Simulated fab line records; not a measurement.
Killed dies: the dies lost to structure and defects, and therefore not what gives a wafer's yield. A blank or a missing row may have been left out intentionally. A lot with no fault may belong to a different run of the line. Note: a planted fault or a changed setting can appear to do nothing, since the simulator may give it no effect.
fab line records	flow n5-finfet
[record] lots = 7	wafers = 21
route steps=1938 shown BEOL_M1@761 BEOL_M2@843 BEOL_M3@960
start-h: hours from the record's opening day to when the first of the lot's shown wafers began	wait-h: time in hours since the lot's previous step	" identical to the entry in the row above	L1.1+2: one row covering several wafers at once	- either no value or no given start	* or withheld: withheld	< > ~ a bound
route shown NAME@n: a module of which the file shows steps, and the number in the route of the first	usual: mean/standard deviation taken from wafers without a fault	same: alike in all rows	chamber/n: place in a boat	sites: each site's reading	_std_site: standard deviation of those values	_edge_site: outer sites' mean less inner sites'	radius-mm: for every site, how far away it sits from the centre of the wafer	mask NAME#n: copy n	behind: the most recent tool/chamber to have shaped the wafer	hold: why the lot was held/for how many hours/how that ended	device: whichever transistor did not switch (one of n, p or np)	end of line: the same wafers' tests at the end of the route	where a step has no rows: the recipe by itself	killed: the dies lost at the first sort to structure and to defects; this is not the yield of the wafer	map: shows each die of a wafer: x if killed, . if not, _ if none is there
set.NAME: the setting that was run; set.NAME@STEP: the one run at that earlier step	model.NAME: the simulator's own value behind a step, which no gauge read
lots run with intentionally changed settings; tables by step, rows by wafer
[[steps]]
[step N5_BEOL_M1_EXPOSE_08]
[recipe] mask-id = M1	na = 0.33	source-shape = dipole	sigma-inner = 0.369	sigma-outer = 0.767	polarization = unpolarized	dose-mj = 33
lot.wafer	tool	chamber	start-h	wait-h	mask	set.dose-mj
L076.1+3+4	euv-scanner-02	0	134.12	-	M1#0	33.71
L083.1	euv-scanner-02	0	176.08	-	M1#0	31.78
L083.3+4	"	0	"	"	M1#0	33
L084.1+3+5	euv-scanner-02	0	186.93	-	M1#0	33
L086.1+2+6	euv-scanner-02	0	211.67	-	M1#0	33
L090.1+4	euv-scanner-02	0	218.57	-	M1#0	33
L090.6	"	0	"	"	M1#0	35.22
L096.1+3+4	euv-scanner-02	0	248.78	-	M1#0	33
L097.2	euv-scanner-02	0	258.09	-	M1#0	35.18
L097.4+5	"	0	"	"	M1#0	33
[step N5_BEOL_M1_PEB_09]
[recipe] peb-temp-c = 100	peb-time-s = 60	resist = CAR-EUV
[step N5_BEOL_M1_DEVELOP_10]
[recipe] develop-time-s = 30	developer = TMAH	resist = CAR-EUV	rinse-liquid = surfactant-rinse	dry = air-spin	dev-temp-c = 23
[step N5_BEOL_M1_CD_MEAS_11]
[recipe] target-cd-nm = 17.05	landing-energy-ev = 500	detector = se-inlens	polarity = opening
[usual] cd-nm = 17.19/0.23
lot.wafer	tool	chamber	start-h	wait-h	set.dose-mj@BEOL_M1_EXPOSE_08	cd-nm
L076.1	cd-sem-03	0	134.24	-	33.71	17.77
L076.3	"	0	"	"	33.71	17.97
L076.4	"	0	"	"	33.71	17.49
L083.1	cd-sem-02	0	176.21	-	31.78	16.36
L083.3	"	0	"	"	33	17.28
L083.4	"	0	"	"	33	17.46
L084.1	cd-sem-03	0	187.05	-	33	17.21
L084.3	"	0	"	"	33	17.45
L084.5	"	0	"	"	33	17.02
L086.1	cd-sem-02	0	211.80	-	33	17.45
L086.2	"	0	"	"	33	17.43
L086.6	"	0	"	"	33	17.20
L090.1	cd-sem-03	0	218.70	-	33	17.35
L090.4	"	0	"	"	33	17.74
L090.6	"	0	"	"	35.22	18.58
L096.1	cd-sem-02	0	248.90	-	33	17.44
L096.3	"	0	"	"	33	16.94
L096.4	"	0	"	"	33	17.27
L097.2	cd-sem-01	0	258.21	-	35.18	18.09
L097.4	"	0	"	"	33	17.02
L097.5	"	0	"	"	33	17.25
[step N5_BEOL_M1_DESCUM_16]
[recipe] chemistry = O2	time-s = 7	source-power-w = 50	bias-power-w = 20	pressure-mtorr = 20	rf-frequency-hz = 2.712e+07	temp-c = 40	resist = CAR-EUV	o2-flow-sccm = 225
[step N5_BEOL_M1_ETCH_74]
[recipe] chemistry = N2/H2	target = underlayer	target-depth-a = 65	mask-material = CAR-EUV	time-s = 5.2	ion-energy-ev = 200	pressure-mtorr = 30	source-w = 840	bias-w = 150	n2-flow-sccm = 200	h2-flow-sccm = 200	ends = cleared
lot.wafer	tool	chamber	start-h	wait-h	set.dose-mj@BEOL_M1_EXPOSE_08	model.BEOL_M1.cd-offset-nm
L076.1+3+4	rie-diel-04	1,2,3	134.40	0.0	33.71	0.6
L083.1	rie-diel-04	0	176.37	0.0	31.78	-0.4
L083.3	"	2	"	"	33	0
L083.4	"	3	"	"	33	0.4
L084.1+3+5	rie-diel-06	0,2,0	187.22	0.0	33	0.2
L086.1+2+6	rie-diel-06	0,3,1	211.95	0.0	33	0
L090.1+4	rie-diel-02	2,3	218.85	0.0	33	0.2
L090.6	"	1	"	"	35.22	1.6
L096.1	rie-diel-06	0	249.06	0.0	33	0.4
L096.3	"	3	"	"	33	0
L096.4	"	2	"	"	33	0.2
L097.2	rie-diel-02	2	258.37	0.0	35.18	1.4
L097.4	"	2	"	"	33	0.2
L097.5	"	0	"	"	33	0
[step N5_BEOL_M1_ETCH_63]
[recipe] chemistry = CF4	target = SiARC	target-depth-a = 156	mask-material = CAR-EUV	time-s = 26	ion-energy-ev = 80	pressure-mtorr = 40	source-w = 545	bias-w = 36	Ar_flow_sccm = 100	cf4-flow-sccm = 100	ends = cleared
[step N5_BEOL_M1_ETCH_64]
[recipe] chemistry = N2/H2	target = SOC	target-depth-a = 750	overetch-a = 150	mask-material = SiARC	temp-c = 40	time-s = 112.5	ion-energy-ev = 200	pressure-mtorr = 30	source-w = 840	bias-w = 150	n2-flow-sccm = 200	h2-flow-sccm = 200
lot.wafer	tool	chamber	start-h	wait-h	set.dose-mj@BEOL_M1_EXPOSE_08	model.BEOL_M1.cd-offset-nm
L076.1	rie-diel-04	1	134.45	0.0	33.71	0.4
L076.3+4	"	2,3	"	"	33.71	0.8
L083.1	rie-diel-04	0	176.41	0.0	31.78	-0.2
L083.3	"	2	"	"	33	0.2
L083.4	"	3	"	"	33	0.4
L084.1+3	rie-diel-06	0,2	187.27	0.0	33	0.2
L084.5	"	0	"	"	33	0
L086.1+6	rie-diel-06	0,1	212.00	0.0	33	-0.2
L086.2	"	3	"	"	33	-0.4
L090.1	rie-diel-02	2	218.90	0.0	33	0.4
L090.4	"	3	"	"	33	0.2
L090.6	"	1	"	"	35.22	1.4
L096.1+3+4	rie-diel-06	0,3,2	249.11	0.0	33	0
L097.2	rie-diel-02	2	258.41	0.0	35.18	1.6
L097.4	"	2	"	"	33	0.2
L097.5	"	0	"	"	33	0
[step N5_BEOL_M1_STRIP_65]
[recipe] chemistry = N2/H2	temp-c = 40	n2-flow-sccm = 200	h2-flow-sccm = 200	rf-frequency-hz = 6e+07
[step N5_BEOL_M1_STRIP_75]
[recipe] chemistry = N2/H2	temp-c = 40	n2-flow-sccm = 200	h2-flow-sccm = 200	rf-frequency-hz = 6e+07
[step N5_BEOL_M1_STRIP_97]
[recipe] chemistry = N2/H2	time-s = 10	power-w = 450	temp-c = 40	pressure-mtorr = 20	rf-frequency-hz = 6e+07	bias-power-w = 7	n2-flow-sccm = 200	h2-flow-sccm = 200
[step N5_BEOL_M1_HM_STRIP_39]
[recipe] chemistry = peroxide-tin-strip	material = TiN	target-depth-a = 250	temp-c = 50	time-s = 158
lot.wafer	tool	chamber	start-h	wait-h	set.time-s@BEOL_M1_PECVD_72	model.SiO2_of_BEOL_M1_PECVD_72.thk-nm
L076.1	wet-bench-01	0	143.30	0.0	18	15.8
L076.3	"	3	"	"	18	15.6
L076.4	"	7	"	"	19.59	17
L083.1+4	wet-bench-05	3,1	180.03	0.0	18	16
L083.3	"	0	"	"	18.91	16.4
L084.1	wet-bench-02	3	189.55	0.0	18	15.8
L084.3	"	0	"	"	18	16
L084.5	"	5	"	"	18	16.2
L086.1	wet-bench-01	4	214.79	0.0	18	15.2
L086.2+6	"	3,1	"	"	18	15.6
L090.1+6	wet-bench-01	2,1	220.49	0.0	18	16
L090.4	"	5	"	"	18	16.4
L096.1+3	wet-bench-02	7,0	257.40	0.0	15.76	14
L096.4	"	5	"	"	18	15.8
L097.2	wet-bench-01	2	261.75	0.0	18	15.8
L097.4	"	6	"	"	16.83	15
L097.5	"	1	"	"	16.83	15.4
[step N5_BEOL_M1_SRD_40]
[recipe] time-s = 30	temp-c = 23	rinse-liquid = diw	dry = ipa-marangoni
[step N5_BEOL_M1_PRECLEAN_42]
[recipe] chemistry = residue-remover	time-s = 60	temp-c = 40
[step N5_BEOL_M1_SRD_43]
[recipe] time-s = 30	temp-c = 23	rinse-liquid = diw	dry = ipa-marangoni
[step N5_BEOL_M1_CD_MEAS_35]
[recipe] target-cd-nm = 18	target-cd-y-nm = 21	polarity = opening
[usual] cd-nm = 18.1/0.37
lot.wafer	tool	chamber	start-h	wait-h	set.dose-mj@BEOL_M1_EXPOSE_08	cd-nm
L076.1	cd-sem-02	-	143.52	0.0	33.71	18.0
L076.3	"	-	"	"	33.71	18.8
L076.4	"	-	"	"	33.71	18.6
L083.1	cd-sem-01	-	180.15	0.0	31.78	17.9
L083.3	"	-	"	"	33	18.5
L083.4	"	-	"	"	33	18.6
L084.1	cd-sem-03	-	189.67	0.0	33	18.0
L084.3	"	-	"	"	33	18.5
L084.5	"	-	"	"	33	17.9
L086.1	cd-sem-01	-	214.91	0.0	33	18.1
L086.2	"	-	"	"	33	17.9
L086.6	"	-	"	"	33	17.9
L090.1	cd-sem-01	-	220.61	0.0	33	18.3
L090.4	"	-	"	"	33	17.9
L090.6	"	-	"	"	35.22	19.8
L096.1	cd-sem-03	-	257.52	0.0	33	18.3
L096.3	"	-	"	"	33	18.4
L096.4	"	-	"	"	33	18.4
L097.2	cd-sem-01	-	261.87	0.0	35.18	19.6
L097.4	"	-	"	"	33	18.2
L097.5	"	-	"	"	33	18.2
[step N5_BEOL_M2_PECVD_72]
[recipe] material = SiO2	target-thk-a = 160	temp-c = 400	precursor = TEOS/O2	pressure-torr = 5.5	rf-w = 450	teos-flow-sccm = 53.8	gas = O2	flow-sccm = 3000	time-s = 18
lot.wafer	tool	chamber	start-h	wait-h	set.temp-c	model.SiO2_of_BEOL_M2_PECVD_72.thk-nm
L076.1	pecvd-02	2	147.95	0.0	400	15.6
L076.3	"	1	"	"	407.2	15.2
L076.4	"	0	"	"	407.2	15.6
L083.1	pecvd-02	2	184.38	0.0	415.9	14
L083.3	"	1	"	"	400	16.2
L083.4	"	0	"	"	415.9	14.8
L084.1	pecvd-04	0	194.34	0.0	400	16.2
L084.3	"	2	"	"	400	16
L084.5	"	0	"	"	400	16.4
L086.1	pecvd-04	1	219.15	0.0	400	15.8
L086.2	"	0	"	"	400	16
L086.6	"	0	"	"	400	16.2
L090.1	pecvd-03	2	224.35	0.0	408.8	14.8
L090.4+6	"	1,0	"	"	400	16.2
L096.1	pecvd-02	2	262.46	0.0	407.7	14.8
L096.3	"	1	"	"	400	16
L096.4	"	2	"	"	400	15.8
L097.2	pecvd-02	0	267.88	0.0	400	15.8
L097.4	"	0	"	"	400	16
L097.5	"	1	"	"	400	16.2
[step N5_BEOL_M2_COAT_62]
[recipe] resist = SiARC	temp-c = 220	time-s = 60	spin-rpm = 1500	resist-thk-nm = 12
lot.wafer	tool	chamber	start-h	wait-h	set.spin-rpm	model.SiARC_of_BEOL_M2_COAT_62.thk-nm
L076.1+3+4	litho-track-03	0	-	-	1500	12
L083.1	litho-track-03	0	-	-	1500	12
L083.3+4	"	0	"	"	1374	12.6
L084.1+3+5	litho-track-02	0	-	-	1500	12
L086.1+6	litho-track-03	0	-	-	1334	12.8
L086.2	"	0	"	"	1500	12
L090.1+6	litho-track-03	0	-	-	1500	12
L090.4	"	0	"	"	1436	12.4
L096.1	litho-track-03	0	-	-	1458	12.2
L096.3+4	"	0	"	"	1500	12
L097.2+4	litho-track-02	0	-	-	1554	11.8
L097.5	"	0	"	"	1500	12
[step N5_BEOL_M2_COAT_73]
[recipe] resist = underlayer	temp-c = 205	time-s = 60	spin-rpm = 1500	resist-thk-nm = 5
[step N5_BEOL_M2_COAT_05]
[recipe] resist = CAR-EUV	spin-rpm = 1500	resist-thk-nm = 30
[step N5_BEOL_M2_DESCUM_16]
[recipe] chemistry = O2	time-s = 7	source-power-w = 50	bias-power-w = 20	pressure-mtorr = 20	rf-frequency-hz = 2.712e+07	temp-c = 40	resist = CAR-EUV	o2-flow-sccm = 225
[step N5_BEOL_M2_ETCH_74]
[recipe] chemistry = N2/H2	target = underlayer	target-depth-a = 65	mask-material = CAR-EUV	time-s = 5.2	ion-energy-ev = 200	pressure-mtorr = 30	source-w = 840	bias-w = 150	n2-flow-sccm = 200	h2-flow-sccm = 200	ends = cleared
[step N5_BEOL_M2_ETCH_63]
[recipe] chemistry = CF4	target = SiARC	target-depth-a = 156	mask-material = CAR-EUV	time-s = 26	ion-energy-ev = 80	pressure-mtorr = 40	source-w = 545	bias-w = 36	Ar_flow_sccm = 100	cf4-flow-sccm = 100	ends = cleared
lot.wafer	tool	chamber	start-h	wait-h	set.spin-rpm@BEOL_M2_COAT_62	model.etch.depth-nm
L076.1+4	rie-diel-03	3,1	150.44	0.0	1500	11.93
L076.3	"	2	"	"	1500	11.98
L083.1	rie-diel-01	1	185.21	0.0	1500	12
L083.3	"	0	"	"	1374	12.59
L083.4	"	2	"	"	1374	12.55
L084.1	rie-diel-05	3	195.68	0.0	1500	12.06
L084.3	"	2	"	"	1500	12.1
L084.5	"	2	"	"	1500	12.09
L086.1	rie-diel-05	3	219.83	0.0	1334	12.73
L086.2	"	2	"	"	1500	12
L086.6	"	2	"	"	1334	12.74
L090.1	rie-diel-05	3	225.67	0.0	1500	12.02
L090.4	"	0	"	"	1436	12.31
L090.6	"	2	"	"	1500	11.99
L096.1	rie-diel-01	0	263.29	0.0	1458	12.22
L096.3	"	3	"	"	1500	12
L096.4	"	0	"	"	1500	11.99
L097.2	rie-diel-05	3	270.01	0.0	1554	11.87
L097.4	"	3	"	"	1554	11.83
L097.5	"	0	"	"	1500	12
[step N5_BEOL_M2_ETCH_64]
[recipe] chemistry = N2/H2	target = SOC	target-depth-a = 750	overetch-a = 225	mask-material = SiARC	temp-c = 40	time-s = 121.9	ion-energy-ev = 200	pressure-mtorr = 30	source-w = 840	bias-w = 150	n2-flow-sccm = 200	h2-flow-sccm = 200
[usual] rf-vpp-V = 523.9/2.3
lot.wafer	tool	chamber	start-h	wait-h	set.source-w	rf-vpp-V
L076.1	rie-diel-03	3	150.47	0.0	840	527.6
L076.3	"	2	"	"	840	522.7
L076.4	"	1	"	"	840	523.7
L083.1	rie-diel-01	1	185.24	0.0	840	526.1
L083.3	"	0	"	"	951.3	501.7
L083.4	"	2	"	"	951.3	501.5
L084.1	rie-diel-05	3	195.71	0.0	840	523.3
L084.3	"	2	"	"	840	526.6
L084.5	"	2	"	"	840	527.7
L086.1	rie-diel-05	3	219.86	0.0	840	523.8
L086.2	"	2	"	"	840	526.3
L086.6	"	2	"	"	840	524.9
L090.1	rie-diel-05	3	225.70	0.0	894.8	511.7
L090.4	"	0	"	"	840	526.5
L090.6	"	2	"	"	894.8	514.9
L096.1	rie-diel-01	0	263.32	0.0	926.8	504.4
L096.3	"	3	"	"	840	521.6
L096.4	"	0	"	"	840	521.5
L097.2	rie-diel-05	3	270.04	0.0	840	523.6
L097.4	"	3	"	"	701.2	554.0
L097.5	"	0	"	"	701.2	558.9
[step N5_BEOL_M2_COAT_67]
[recipe] resist = SOC	temp-c = 250	time-s = 60	spin-rpm = 1500	resist-thk-nm = 60
lot.wafer	tool	chamber	start-h	wait-h	set.spin-rpm	model.SOC_of_BEOL_M2_COAT_67.thk-nm
L076.1	litho-track-02	0	150.86	0.0	1500	60.6
L076.3+4	"	0	"	"	1500	60.4
L083.1+3	litho-track-03	0	185.63	0.0	1500	60
L083.4	"	0	"	"	1500	59.8
L084.1+3+5	litho-track-03	0	196.10	0.0	1500	59.8
L086.1	litho-track-01	0	220.37	0.0	1500	60.2
L086.2	"	0	"	"	1405	61.8
L086.6	"	0	"	"	1500	60
L090.1	litho-track-03	0	226.15	0.0	1500	59.6
L090.4	"	0	"	"	1500	59.8
L090.6	"	0	"	"	1500	60
L096.1	litho-track-01	0	263.71	0.0	1500	60.4
L096.3	"	0	"	"	1500	60.2
L096.4	"	0	"	"	1600	58.2
L097.2+4	litho-track-02	0	270.56	0.0	1500	60.2
L097.5	"	0	"	"	1500	60
[step N5_BEOL_M2_COAT_68]
[recipe] resist = SiARC	temp-c = 220	time-s = 60	spin-rpm = 1500	resist-thk-nm = 12
[step N5_BEOL_M2_COAT_76]
[recipe] resist = underlayer	temp-c = 205	time-s = 60	spin-rpm = 1500	resist-thk-nm = 5
[step N5_BEOL_M2_ALD_98]
[recipe] material = SiO2	target-thk-a = 25	temp-c = 100	ald-precursor-family = BDEAS	ald-co-reactant = O2-plasma	pulse-time-s = 1	co-reactant-pulse-time-s = 1	purge-time-s = 2	co-reactant-purge-time-s = 2	ald-cycles = 17	pressure-torr = 2
[step N5_BEOL_M2_ETCHBACK_99]
[recipe] chemistry = CHF3	target = SiO2	target-depth-a = 50	time-s = 10.4	source-w = 215	bias-w = 47	Ar_flow_sccm = 200	CHF3_flow_sccm = 12	ion-energy-ev = 100	pressure-mtorr = 30
[step N5_BEOL_M2_ETCH_70]
[recipe] chemistry = N2/H2	target = SOC	target-depth-a = 800	overetch-a = 240	mask-material = SiARC	temp-c = 40	time-s = 130	ion-energy-ev = 200	pressure-mtorr = 30	source-w = 840	bias-w = 150	n2-flow-sccm = 200	h2-flow-sccm = 200
lot.wafer	tool	chamber	start-h	wait-h	set.spin-rpm@BEOL_M2_COAT_67	model.etch.depth-nm
L076.1	rie-diel-01	1	152.45	0.0	1500	60.52
L076.3	"	3	"	"	1500	60.45
L076.4	"	0	"	"	1500	60.46
L083.1	rie-diel-01	0	191.08	0.0	1500	59.98
L083.3	"	2	"	"	1500	59.91
L083.4	"	1	"	"	1500	59.78
L084.1	rie-diel-05	2	199.56	0.0	1500	59.74
L084.3	"	1	"	"	1500	59.89
L084.5	"	1	"	"	1500	59.83
L086.1	rie-diel-03	1	225.02	0.0	1500	60.16
L086.2	"	2	"	"	1405	61.78
L086.6	"	2	"	"	1500	60
L090.1	rie-diel-01	3	231.15	0.0	1500	59.67
L090.4	"	1	"	"	1500	59.8
L090.6	"	2	"	"	1500	60.09
L096.1	rie-diel-03	3	268.79	0.0	1500	60.34
L096.3	"	0	"	"	1500	60.17
L096.4	"	2	"	"	1600	58.28
L097.2	rie-diel-03	2	272.03	0.0	1500	60.23
L097.4	"	0	"	"	1500	60.11
L097.5	"	0	"	"	1500	60.01
[step N5_BEOL_M2_STRIP_71]
[recipe] chemistry = N2/H2	temp-c = 40	n2-flow-sccm = 200	h2-flow-sccm = 200	rf-frequency-hz = 6e+07
[step N5_BEOL_M2_STRIP_78]
[recipe] chemistry = N2/H2	temp-c = 40	n2-flow-sccm = 200	h2-flow-sccm = 200	rf-frequency-hz = 6e+07
[step N5_BEOL_M2_STRIP_97]
[recipe] chemistry = N2/H2	time-s = 10	power-w = 450	temp-c = 40	pressure-mtorr = 20	rf-frequency-hz = 6e+07	bias-power-w = 7	n2-flow-sccm = 200	h2-flow-sccm = 200
[step N5_BEOL_M2_HM_STRIP_39]
[recipe] chemistry = peroxide-tin-strip	material = TiN	target-depth-a = 250	temp-c = 50	time-s = 158
lot.wafer	tool	chamber	start-h	wait-h	set.temp-c@BEOL_M2_PECVD_72	model.SiO2_of_BEOL_M2_PECVD_72.thk-nm
L076.1	wet-bench-06	2	152.84	0.0	400	15.4
L076.3	"	0	"	"	407.2	15
L076.4	"	3	"	"	407.2	15.4
L083.1	wet-bench-04	1	191.47	0.0	415.9	14
L083.3	"	4	"	"	400	16
L083.4	"	6	"	"	415.9	14.6
L084.1+3	wet-bench-04	0,1	199.96	0.0	400	16
L084.5	"	7	"	"	400	16.2
L086.1	wet-bench-03	5	225.41	0.0	400	15.6
L086.2	"	1	"	"	400	15.8
L086.6	"	4	"	"	400	16
L090.1	wet-bench-06	3	231.54	0.0	408.8	14.8
L090.4+6	"	0,6	"	"	400	16
L096.1	wet-bench-03	5	269.18	0.0	407.7	14.6
L096.3	"	1	"	"	400	15.8
L096.4	"	4	"	"	400	15.6
L097.2+4	wet-bench-06	6,0	272.43	0.0	400	15.8
L097.5	"	4	"	"	400	16.2
[step N5_BEOL_M3_COAT_22]
[recipe] resist = CAR-EUV	spin-rpm = 1500	resist-thk-nm = 30
lot.wafer	tool	chamber	start-h	wait-h	set.spin-rpm	model.CAR-EUV_of_BEOL_M3_COAT_22.thk-nm
L076.1+3	litho-track-02	0	-	-	1500	30
L076.4	"	0	"	"	1500	30.2
L083.1+3	litho-track-02	0	-	-	1638	28.8
L083.4	"	0	"	"	1500	30
L084.1+3+5	litho-track-04	0	-	-	1500	30.2
L086.1	litho-track-02	0	-	-	1500	30
L086.2	"	0	"	"	1372	31.6
L086.6	"	0	"	"	1500	30.2
L090.1+4	litho-track-04	0	-	-	1620	29
L090.6	"	0	"	"	1620	28.8
L096.1	litho-track-04	0	-	-	1363	31.6
L096.3+4	"	0	"	"	1500	30.2
L097.2+4	litho-track-02	0	-	-	1500	30.2
L097.5	"	0	"	"	1500	30
[[key]]
[split] step = N5_BEOL_M1_EXPOSE_08	setting = dose-mj	stated = 33	by = wafer
[response] step = N5_BEOL_M1_CD_MEAS_11	reading = cd-nm	change = +0.166	per = 1%	r = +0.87
[response] step = N5_BEOL_M1_ETCH_74	reading = model.BEOL_M1.cd-offset-nm	change = +0.197	per = 1%	r = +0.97
[response] step = N5_BEOL_M1_ETCH_64	reading = model.BEOL_M1.cd-offset-nm	change = +0.187	per = 1%	r = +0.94
[response] step = N5_BEOL_M1_CD_MEAS_35	reading = cd-nm	change = +0.223	per = 1%	r = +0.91
[split] step = N5_BEOL_M2_PECVD_72	setting = temp-c	stated = 400	by = wafer
[response] step = N5_BEOL_M2_PECVD_72	reading = model.SiO2_of_BEOL_M2_PECVD_72.thk-nm	change = -0.461	per = 1%	r = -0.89
[response] step = N5_BEOL_M2_HM_STRIP_39	reading = model.SiO2_of_BEOL_M2_PECVD_72.thk-nm	change = -0.43	per = 1%	r = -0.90
[split] step = N5_BEOL_M2_COAT_62	setting = spin-rpm	stated = 1500	by = wafer
[response] step = N5_BEOL_M2_COAT_62	reading = model.SiARC_of_BEOL_M2_COAT_62.thk-nm	change = -0.0727	per = 1%	r = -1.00
[response] step = N5_BEOL_M2_ETCH_63	reading = model.etch.depth-nm	change = -0.0661	per = 1%	r = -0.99
[split] step = N5_BEOL_M2_ETCH_64	setting = source-w	stated = 840	by = wafer
[response] step = N5_BEOL_M2_ETCH_64	reading = rf-vpp-V	change = -1.89	per = 1%	r = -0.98
[split] step = N5_BEOL_M2_COAT_67	setting = spin-rpm	stated = 1500	by = wafer
[response] step = N5_BEOL_M2_COAT_67	reading = model.SOC_of_BEOL_M2_COAT_67.thk-nm	change = -0.293	per = 1%	r = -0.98
[response] step = N5_BEOL_M2_ETCH_70	reading = model.etch.depth-nm	change = -0.283	per = 1%	r = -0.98
[split] step = N5_BEOL_M3_COAT_22	setting = spin-rpm	stated = 1500	by = wafer
[response] step = N5_BEOL_M3_COAT_22	reading = model.CAR-EUV_of_BEOL_M3_COAT_22.thk-nm	change = -0.152	per = 1%	r = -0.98
split outside-this-file step=N5_BEOL_M1_PECVD_72 setting=time-s
// split outside-this-file: this setting was split too, and the file shows its column; the key of that split is in another file
